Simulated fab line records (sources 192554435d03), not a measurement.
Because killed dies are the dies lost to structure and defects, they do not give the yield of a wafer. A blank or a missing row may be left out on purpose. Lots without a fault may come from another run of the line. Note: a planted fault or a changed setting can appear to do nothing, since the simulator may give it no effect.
Which tool is to blame? ; flow n5-finfet ; 30 wafers from 10 lots sampled at 5 of the route's 1938 steps

WHAT EACH GAUGE READ, for each wafer
N5_WELL_APT_OVL_MEAS_26. Usual: PWELL_OVL typically reads -1 nm, with standard deviation 5.1.
lot;measured;on;PWELL_OVL (nm);flag
L972;day 1 20:59;overlay-01;-10 -2 -9;
L974;day 2 09:01;overlay-01;-1 -10 -4;
L977;day 3 02:47;overlay-01;5 1 3;
L978;day 3 08:59;overlay-01;8 6 7;
L980;day 3 20:53;overlay-02;-1 -6 -3;
L981;day 4 02:58;overlay-01;-7 0 -8;
L989;day 6 03:03;overlay-01;2 4 3;
L991;day 6 15:08;overlay-02;-5 6 4;
L992;day 6 21:40;overlay-01;2 4 -4;
L994;day 7 08:52;overlay-01;1 -5 -5;

N5_PMOS_HMC_CHANNEL_EPI_CD_MEAS_09 targets a cd of 237.4 nm. Usual: 237.1 nm for cd-nm, sd 0.84.
lot;measured;on;cd-nm (nm);flag
L972;day 1 23:10;cd-sem-03;237.4 237.6 238.4;
L974;day 2 11:41;cd-sem-01;237.6 237.9 238.3;
L977;day 3 04:57;cd-sem-01;236.6 236.7 237.1;
L978;day 3 11:13;cd-sem-03;236.7 236.6 236.4;
L980;day 3 23:01;cd-sem-03;237.2 237.8 237.4;
L981;day 4 05:14;cd-sem-01;236.5 235.3 235.1;
L989;day 6 05:17;cd-sem-02;237.5 237.7 237.8;
L991;day 6 17:29;cd-sem-02;236.0 236.7 237.4;
L992;day 6 23:53;cd-sem-02;236.5 235.9 236.3;
L994;day 7 11:12;cd-sem-02;236.4 235.7 236.8;

N5_BEOL_M4_RC_MEAS_101. Usual: DIBL_N 36.3 mV/V, standard deviation 1.2; DIBL_P 36.1 mV/V, standard deviation 1.6; IOFF_N 0.161 nA/um, standard deviation 0.023; IOFF_P 0.209 nA/um, standard deviation 0.027; ION_N 676 uA/um, standard deviation 8.9; ION_P 462 uA/um, standard deviation 5.3; SS_N 71.5 mV/dec, standard deviation 0.51; SS_P 73.2 mV/dec, standard deviation 0.5; VT_N 249.1 mV, standard deviation 2.5; VT_P -249.9 mV, standard deviation 2.8.
lot;measured;on;DIBL_N (mV/V);DIBL_P (mV/V);IOFF_N (nA/um);IOFF_P (nA/um);ION_N (uA/um);ION_P (uA/um);SS_N (mV/dec);SS_P (mV/dec);VT_N (mV);VT_P (mV);flag
L972;day 8 08:17;prober-01;36.1 35.8 37.7;35.6 36.2 38.1;0.155 0.145 0.185;0.203 0.211 0.249;683 671 689;462 461 471;71.5 70.9 71.6;72.9 72.7 73.9;248.2 248.5 246.0;-249.9 -250.4 -247.5;
L974;day 8 14:11;prober-02;35.7 34.9 34.4;34.7 33.4 33.8;0.146 0.125 0.125;0.190 0.172 0.180;672 666 667;463 457 464;71.5 70.9 71.1;72.8 72.9 72.9;252.3 252.6 252.0;-249.1 -253.1 -251.7;
L977;day 9 12:39;prober-02;36.5 37.4 37.1;35.8 37.8 37.4;0.158 0.188 0.198;0.203 0.239 0.240;669 675 683;459 459 466;71.6 71.5 71.6;73.5 73.4 74.4;249.0 248.5 248.4;-249.5 -247.8 -247.9;
L978;day 9 19:53;prober-01;34.3 35.1 35.0;34.7 35.5 35.4;0.129 0.140 0.140;0.158 0.175 0.171;664 679 663;450 461 454;71.2 71.3 71.4;73.6 73.3 73.3;252.9 248.6 249.8;-256.2 -252.5 -253.8;
L980;day 9 20:49;prober-01;33.8 35.2 34.6;34.7 36.6 35.9;0.146 0.172 0.155;0.179 0.209 0.190;678 687 675;463 463 458;72.2 71.7 71.3;72.4 73.4 72.8;247.6 244.4 248.9;-253.7 -249.4 -251.1;
L981;day 10 10:28;prober-01;36.6 36.6 36.2;36.6 37.1 36.4;0.164 0.165 0.150;0.206 0.209 0.196;684 687 673;463 465 457;71.7 71.4 70.7;72.9 73.7 73.0;246.6 249.3 248.3;-249.0 -247.0 -250.7;
L989;day 12 11:00;prober-02;38.6 36.7 37.9;37.3 34.8 36.1;0.201 0.159 0.188;0.248 0.206 0.235;679 669 688;465 455 474;72.6 71.6 71.8;73.9 73.2 73.5;247.0 250.7 248.7;-248.7 -250.7 -246.2;
L991;day 12 14:43;prober-02;36.8 38.2 37.9;37.2 37.8 37.5;0.177 0.200 0.186;0.220 0.232 0.225;679 688 680;460 462 467;72.2 71.8 72.0;73.3 73.2 72.1;249.4 247.3 247.4;-250.5 -247.2 -249.5;
L992;day 12 20:45;prober-02;34.3 35.8 36.0;35.7 36.9 37.6;0.117 0.135 0.138;0.192 0.214 0.222;663 666 673;461 463 467;71.9 71.0 71.6;72.9 73.7 73.1;254.1 254.6 254.9;-252.3 -249.9 -250.0;
L994;day 13 22:22;prober-01;37.1 36.0 35.0;36.4 35.6 34.3;0.166 0.143 0.132;0.217 0.202 0.178;679 674 662;465 463 457;71.8 71.9 71.6;73.3 73.1 73.4;250.1 250.6 251.1;-246.2 -248.4 -248.6;

EACH LOT AND THE TOOL THAT RAN IT (in order: tool; ch and the chambers of the sampled wafers; start)
lot;N5_PMOS_HMC_CHANNEL_EPI_ETCH_38;N5_FIN_SAQP_DENSIFY_62
L972;rie-si-01 ch 1,2, day 1 23:41;rtp-anneal-01 ch 0, day 2 03:48
L974;rie-si-06 ch 0,1,3, day 2 12:28;rtp-anneal-01 ch 0, day 2 15:47
L977;rie-si-05 ch 2,3, day 3 05:29;rtp-anneal-01 ch 0, day 3 09:46
L978;rie-si-05 ch 0,1,2, day 3 11:58;rtp-anneal-02 ch 0, day 3 15:12
L980;rie-si-05 ch 1,2,3, day 3 23:32;rtp-anneal-01 ch 0, day 4 02:52
L981;rie-si-05 ch 0,1,2, day 4 06:10;rtp-anneal-02 ch 0, day 4 09:14
L989;rie-si-05 ch 0,1, day 6 06:46;rtp-anneal-01 ch 0, day 6 09:34
L991;rie-si-06 ch 0,1, day 6 18:08;rtp-anneal-01 ch 0, day 6 21:18
L992;rie-si-06 ch 0,1,2, day 7 00:46;rtp-anneal-01 ch 0, day 7 03:31
L994;rie-si-06 ch 2,3, day 7 11:47;rtp-anneal-01 ch 0, day 7 14:34
- N5_PMOS_HMC_CHANNEL_EPI_ETCH_38: etches SiO2 in CF4, target depth 1.5 nm.
- N5_FIN_SAQP_DENSIFY_62: time 60 s.

AS READ BY THE TOOLS THEMSELVES (means over the sampled wafers that have a number; for cases with no such wafer, the mark the record gives instead)
N5_PMOS_HMC_CHANNEL_EPI_ETCH_38. Usual: bias-w 400.1 W, standard deviation 1.2; drypump-motor-current-A 5.7 A, standard deviation 0.4; oes-product-au 0.988 a.u., standard deviation 0.017; throttle-valve-pct 21.75 %, standard deviation 0.2.
lot;tool;bias-w (W);drypump-motor-current-A (A);oes-product-au (a.u.);throttle-valve-pct (%);flag
L972;rie-si-01;398.9;5.9;0.972;21.82;
L974;rie-si-06;399.5;5.8;0.994;21.94;
L977;rie-si-05;400.6;5.8;0.982;21.82;
L978;rie-si-05;399.5;5.6;0.982;21.57;
L980;rie-si-05;400.2;5.7;0.985;21.72;
L981;rie-si-05;399.6;5.7;0.987;21.55;
L989;rie-si-05;410.7;5.5;0.999;21.54;OFF
L991;rie-si-06;400.7;6.1;1.009;21.81;
L992;rie-si-06;400.3;5.9;0.981;21.72;
L994;rie-si-06;400.6;5.6;0.980;21.73;

N5_FIN_SAQP_DENSIFY_62. Usual: lamp-power-pct 9.84 %, standard deviation 0.055; lamp_zone_1_pct 9.845 %, standard deviation 0.01; lamp_zone_6_pct 9.769 %, standard deviation 0.011; wafer_temp_C_max 703.3, standard deviation 0.7.
lot;tool;lamp-power-pct (%);lamp_zone_1_pct (%);lamp_zone_6_pct (%);wafer_temp_C_max;flag
L972;rtp-anneal-01;9.87;9.836;9.768;702.7;
L974;rtp-anneal-01;9.86;9.838;9.757;703.2;
L977;rtp-anneal-01;9.86;9.845;9.764;702.7;
L978;rtp-anneal-02;9.85;9.855;9.765;704.0;
L980;rtp-anneal-01;9.81;9.844;9.784;702.7;
L981;rtp-anneal-02;9.82;9.841;9.774;703.4;
L989;rtp-anneal-01;9.84;9.842;9.764;703.3;
L991;rtp-anneal-01;9.85;9.846;9.775;703.1;
L992;rtp-anneal-01;9.80;9.846;9.774;703.5;
L994;rtp-anneal-01;9.80;9.849;9.767;703.5;

THE ANSWER, worked out from the rows above alone
Rule: a lot is off if the mean of its wafers that have a number lies more than 3 standard deviations from the usual mean. Also off: a lot with no number at a reading for which 4 or more lots have one. The other lots that the step has rows for count as sound. After the gauges, taken in route order, come the tools' own readings; for these a lot's mean is taken, as printed above. The first step at which some lot is off is used, and at that step the reading that is off furthest; a lot without a number counts as furthest.
Off: L989, at N5_PMOS_HMC_CHANNEL_EPI_ETCH_38 (bias-w).
A tool fits if, at that step or a process step before it, it ran every lot that is off, and no sound lot after the first of them. One candidate fits, namely rie-si-05 at N5_PMOS_HMC_CHANNEL_EPI_ETCH_38. Its last sound lot is L981 (day 4 06:10), its first lot that is off L989 (day 6 06:46): a fault that began between those two fits.
The tool's own readings at N5_PMOS_HMC_CHANNEL_EPI_ETCH_38 bear it out: on the lots that are off they differ by more than 5 times the standard deviation of the sound lots' means. bias-w reads 410.7 W there against 400.0 W on the sound lots.

WHAT THE SIMULATOR HAD INSERTED
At N5_PMOS_HMC_CHANNEL_EPI_ETCH_38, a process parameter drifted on rie-si-05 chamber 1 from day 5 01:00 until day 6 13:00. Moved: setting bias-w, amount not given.
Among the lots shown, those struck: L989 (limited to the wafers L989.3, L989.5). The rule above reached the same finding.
